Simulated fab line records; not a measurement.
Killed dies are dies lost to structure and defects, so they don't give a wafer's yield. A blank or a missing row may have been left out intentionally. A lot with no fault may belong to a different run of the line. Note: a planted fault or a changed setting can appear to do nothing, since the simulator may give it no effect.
Split-lot study | flow n5 finfet | 39 wafers read from 7 lots, route of 1938 steps

== SPLIT DETAILS ==
At N5_BEOL_M12_ETCH_59 (etches BARC in N2/H2, target depth 89 nm, overetch 26.7 nm, time 67.9 s), the setting target depth a was moved away from the recipe's 890 angstrom on 18 of the 39 wafers read, by -57.7% to +36.0%. For the rest of the wafers, this setting stayed at what the recipe calls for.

The file shows no step between the split and the reading.

== THE READING ==
coat_of_BEOL_M12_COAT_04.thk nm (the simulator's own value, which no gauge read), in nm, at N5_BEOL_M12_VIA_ETCH_16 (etches SiOC in C4F8/O2/Ar, target depth 724.8 nm). No usual value for it is given in the file. Across the 21 wafers here that went through the recipe, the average is 123.8 nm and the standard deviation 3.6 nm.

wafer  | tool, chamber at the split | target depth a as run, angstrom | against the recipe | coat_of_BEOL_M12_COAT_04.thk nm, nm | against lot-mates on the recipe
L074.1 | rie diel-01, 3             | 890                             | recipe             | 129.6                               | -
L074.2 | rie diel-01, 1             | 376.9                           | -57.7%             | 150.6                               | +28.6
L074.3 | rie diel-01, 2             | 376.9                           | -57.7%             | 153.6                               | +31.6
L074.4 | rie diel-01, 0             | 890                             | recipe             | 118.8                               | -
L074.5 | rie diel-01, 0             | 890                             | recipe             | 117.6                               | -
L074.6 | rie diel-01, 3             | 376.9                           | -57.7%             | 155.4                               | +33.4
L080.1 | rie diel-03, 1             | 749.4                           | -15.8%             | 129.2                               | +1.1
L080.2 | rie diel-03, 2             | 890                             | recipe             | 126.6                               | -
L080.6 | rie diel-03, 3             | 890                             | recipe             | 126.6                               | -
L080.3 | rie diel-03, 3             | 890                             | recipe             | 131                                 | -
L080.4 | rie diel-03, 0             | 749.4                           | -15.8%             | 133.4                               | +5.3
L080.5 | rie diel-03, 2             | 749.4                           | -15.8%             | 130.4                               | +2.3
L087.1 | rie diel-05, 1             | 890                             | recipe             | 128.2                               | -
L087.2 | rie diel-05, 2             | 1085                            | +21.9%             | 107.8                               | -16.1
L087.3 | rie diel-05, 3             | 1085                            | +21.9%             | 112.8                               | -11.1
L087.4 | rie diel-05, 0             | 890                             | recipe             | 123.4                               | -
L087.5 | rie diel-05, 1             | 1085                            | +21.9%             | 110                                 | -13.9
L087.6 | rie diel-05, 0             | 890                             | recipe             | 120                                 | -
L089.1 | rie diel-03, 1             | 890                             | recipe             | 125                                 | -
L089.4 | rie diel-03, 3             | 890                             | recipe             | 125                                 | -
L089.2 | rie diel-03, 0             | 540.5                           | -39.3%             | 150.4                               | +25.6
L089.3 | rie diel-03, 2             | 890                             | recipe             | 124.4                               | -
L089.5 | rie diel-03, 2             | 540.5                           | -39.3%             | 142                                 | +17.2
L089.6 | rie diel-03, 3             | 540.5                           | -39.3%             | 148.4                               | +23.6
L086.2 | rie diel-03, 1             | 890                             | recipe             | 125.4                               | -
L086.4 | rie diel-03, 3             | 890                             | recipe             | 122.8                               | -
L086.6 | rie diel-03, 3             | 890                             | recipe             | 124.8                               | -
L091.1 | rie diel-05, 3             | 890                             | recipe             | 124.2                               | -
L091.2 | rie diel-05, 2             | 890                             | recipe             | 121                                 | -
L091.3 | rie diel-05, 0             | 450.7                           | -49.4%             | 151.6                               | +28.1
L091.4 | rie diel-05, 1             | 890                             | recipe             | 125.4                               | -
L091.5 | rie diel-05, 0             | 450.7                           | -49.4%             | 146.8                               | +23.3
L091.6 | rie diel-05, 3             | 450.7                           | -49.4%             | 148.2                               | +24.7
L096.1 | rie diel-05, 3             | 1210                            | +36.0%             | 106.4                               | -13.3
L096.2 | rie diel-05, 2             | 1210                            | +36.0%             | 102.8                               | -16.9
L096.3 | rie diel-05, 1             | 1210                            | +36.0%             | 102.2                               | -17.5
L096.4 | rie diel-05, 0             | 890                             | recipe             | 122                                 | -
L096.5 | rie diel-05, 2             | 890                             | recipe             | 117.4                               | -
L096.6 | rie diel-05, 3             | 890                             | recipe             | 119.6                               | -

THE FIT
A straight line over all 39 wafers: coat_of_BEOL_M12_COAT_04.thk nm changes by -0.538 nm for each +1% of target depth a; r = -0.97; the points scatter about the line by 3.3 nm.
The same after taking each lot's own level away (the mean of its wafers on the recipe; 39 wafers): -0.52 nm for each +1%; r = -0.97; scatter 3.2 nm.
Per that fit: largest target depth a move, reading shift of 30 nm.
The span of the lots' own levels, 119.67 to 128.07 nm, comes to 2.3 times the standard deviation stated above.
Consequently the slope shifts little with the lot-to-lot level, the two slopes agreeing.
Check: for one of the wafers moved furthest among these (-57.7%), held out of the fit, the line's prediction against its lot-mates is +30 nm. Against them it came out at +28.6 nm.

== FURTHER SPLITS ON THESE WAFERS ==
These wafers also went through other splits before the reading. Each is held against what the fit with the lots' levels taken away leaves over:
other split on the same wafers           | wafers away from the commonest value | r with coat_of_BEOL_M12_COAT_04.thk nm (lot level and that fit taken away)
N5_BEOL_M9_TRENCH_ETCH_37 target depth a | 15                                   | -0.12

== THE WHOLE CHAIN: every reading that the file lists as answering this split, in the file's order ==
step                    | what it does                                                            | reading                                                                          | change (the file's fit)                                                              | r (the file's)
N5_BEOL_M12_ETCH_59     | etches BARC in N2/H2, target depth 89 nm, overetch 26.7 nm, time 67.9 s | etch.depth nm (the simulator's own value, which no gauge read)                   | not straight: 63.67 at the lowest setting, 89.05 at the recipe, 89.34 at the highest | not given
N5_BEOL_M12_ETCH_59     | etches BARC in N2/H2, target depth 89 nm, overetch 26.7 nm, time 67.9 s | coat_of_BEOL_M12_COAT_04.thk nm (the simulator's own value, which no gauge read) | -0.499 nm for each +1% of the setting                                                | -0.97
N5_BEOL_M12_VIA_ETCH_16 | etches SiOC in C4F8/O2/Ar, target depth 724.8 nm                        | coat_of_BEOL_M12_COAT_04.thk nm (the simulator's own value, which no gauge read) | -0.518 nm for each +1% of the setting                                                | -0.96
N5_BEOL_M12_STRIP_63    | strips in N2/H2                                                         | strip time to endpoint s                                                         | withheld for each +1% of the setting                                                 | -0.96

== THE FILE'S OWN FIT ==
coat_of_BEOL_M12_COAT_04.thk nm changes by -0.518 nm for each +1% of target depth a, r = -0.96.
